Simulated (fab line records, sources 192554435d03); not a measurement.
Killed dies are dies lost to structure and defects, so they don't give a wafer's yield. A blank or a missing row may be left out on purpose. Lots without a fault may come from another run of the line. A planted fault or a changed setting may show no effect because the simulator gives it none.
Split-lot experiment | flow n5_finfet | 7 lots, 21 wafers read, on a route of 1938 steps

THE SPLIT
At N5_BEOL_M10_COAT_60 (time 60 s, resist thk 30 nm), the setting spin_rpm was moved away from the recipe's 1500 rpm on 8 of the 21 wafers read, by -10.9% to +5.3%. The other wafers ran this setting at the recipe's value.

FROM THE SPLIT TO THE READING: what the file shows between them, 6 steps
- N5_BEOL_M10_EXPOSE_08: exposes mask M10 (also split here: dose_mj)
- N5_BEOL_M10_PEB_09: peb time 60 s
- N5_BEOL_M10_DEVELOP_10: develop time 30 s
- N5_BEOL_M10_CD_MEAS_11: target cd 64.1 nm
- N5_BEOL_M10_DESCUM_16: chemistry O2, time 7.9 s
- N5_BEOL_M10_ETCH_61: etches SiARC in CF4, target depth 39 nm, time 65 s

THE READING
SiARC_of_BEOL_M10_COAT_60.thk_nm (the simulator's own value, which no gauge read), in nm, at N5_BEOL_M10_ETCH_62 (etches SOC in N2/H2, target depth 110 nm, overetch 22 nm, time 165 s). The file gives no usual value for it. The 13 wafers here that ran the recipe average 23.6 nm, standard deviation 0.12 nm.

wafer  | tool, chamber at the split | spin_rpm as run, rpm | against the recipe | SiARC_of_BEOL_M10_COAT_60.thk_nm, nm | against lot-mates on the recipe
L078.1 | litho_track-04, 0          | 1500                 | recipe             | 23.6                                 | -
L078.4 | litho_track-04, 0          | 1409                 | -6.1%              | 24.4                                 | +0.8
L078.5 | litho_track-04, 0          | 1409                 | -6.1%              | 24.6                                 | +1.0
L081.4 | litho_track-04, 0          | 1500                 | recipe             | 23.4                                 | -
L081.5 | litho_track-04, 0          | 1500                 | recipe             | 23.4                                 | -
L081.6 | litho_track-04, 0          | 1336                 | -10.9%             | 25                                   | +1.6
L082.1 | litho_track-01, 0          | 1500                 | recipe             | 23.8                                 | -
L082.2 | litho_track-01, 0          | 1500                 | recipe             | 23.6                                 | -
L082.6 | litho_track-01, 0          | 1500                 | recipe             | 23.6                                 | -
L085.2 | litho_track-03, 0          | 1395                 | -7.0%              | 24.8                                 | +1.1
L085.5 | litho_track-03, 0          | 1500                 | recipe             | 23.6                                 | -
L085.6 | litho_track-03, 0          | 1500                 | recipe             | 23.8                                 | -
L090.1 | litho_track-04, 0          | 1500                 | recipe             | 23.6                                 | -
L090.3 | litho_track-04, 0          | 1500                 | recipe             | 23.6                                 | -
L090.5 | litho_track-04, 0          | 1500                 | recipe             | 23.6                                 | -
L091.3 | litho_track-04, 0          | 1358                 | -9.5%              | 25                                   | +1.6
L091.4 | litho_track-04, 0          | 1358                 | -9.5%              | 25                                   | +1.6
L091.6 | litho_track-04, 0          | 1500                 | recipe             | 23.4                                 | -
L094.1 | litho_track-01, 0          | 1500                 | recipe             | 23.6                                 | -
L094.2 | litho_track-01, 0          | 1579                 | +5.3%              | 23                                   | -0.6
L094.4 | litho_track-01, 0          | 1579                 | +5.3%              | 22.8                                 | -0.8

THE FIT
A straight line over all 21 wafers: SiARC_of_BEOL_M10_COAT_60.thk_nm changes by -0.143 nm for each +1% of spin_rpm; r = -0.98; the points scatter about the line by 0.13 nm.
The same after taking each lot's own level away (the mean of its wafers on the recipe; 21 wafers): -0.153 nm for each +1%; r = -0.99; scatter 0.09 nm.
On that fit, the largest move of spin_rpm shifts the reading by 1.7 nm.
The lots' own levels span 23.40 to 23.70 nm, that is 2.4 times the standard deviation above.
So the lot-to-lot level changes the slope little: the two slopes agree.
Check: with one of the wafers moved furthest among these (-10.9%) left out of the fit, the line predicts +1.73 nm for it against its lot-mates. It came out at +1.6 nm against them.

OTHER SPLITS ON THESE WAFERS
These wafers also went through other splits before the reading. Each is held against what the fit with the lots' levels taken away leaves over:
other split on the same wafers | wafers away from the commonest value | r with SiARC_of_BEOL_M10_COAT_60.thk_nm (lot level and that fit taken away)
N5_BEOL_M9_COAT_63 spin_rpm    | 5                                    | +0.16
N5_BEOL_M10_EXPOSE_08 dose_mj  | 7                                    | -0.12

THE WHOLE CHAIN: every reading that the file lists as answering this split, in the file's order
step                | what it does                                                         | reading                                                                             | change (the file's fit)               | r (the file's)
N5_BEOL_M10_COAT_60 | time 60 s, resist thk 30 nm                                          | SiARC_of_BEOL_M10_COAT_60.thk_nm (the simulator's own value, which no gauge read)   | -0.165 nm for each +1% of the setting | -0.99
N5_BEOL_M10_ETCH_61 | etches SiARC in CF4, target depth 39 nm, time 65 s                   | etch.depth_nm (the simulator's own value, which no gauge read)                      | -0.159 nm for each +1% of the setting | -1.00
N5_BEOL_M10_ETCH_61 | etches SiARC in CF4, target depth 39 nm, time 65 s                   | CAR-ArF_of_BEOL_M10_COAT_05.thk_nm (the simulator's own value, which no gauge read) | +0.139 nm for each +1% of the setting | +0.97
N5_BEOL_M10_ETCH_62 | etches SOC in N2/H2, target depth 110 nm, overetch 22 nm, time 165 s | SiARC_of_BEOL_M10_COAT_60.thk_nm (the simulator's own value, which no gauge read)   | -0.153 nm for each +1% of the setting | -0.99

THE FILE'S OWN FIT
SiARC_of_BEOL_M10_COAT_60.thk_nm changes by -0.153 nm for each +1% of spin_rpm, r = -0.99.
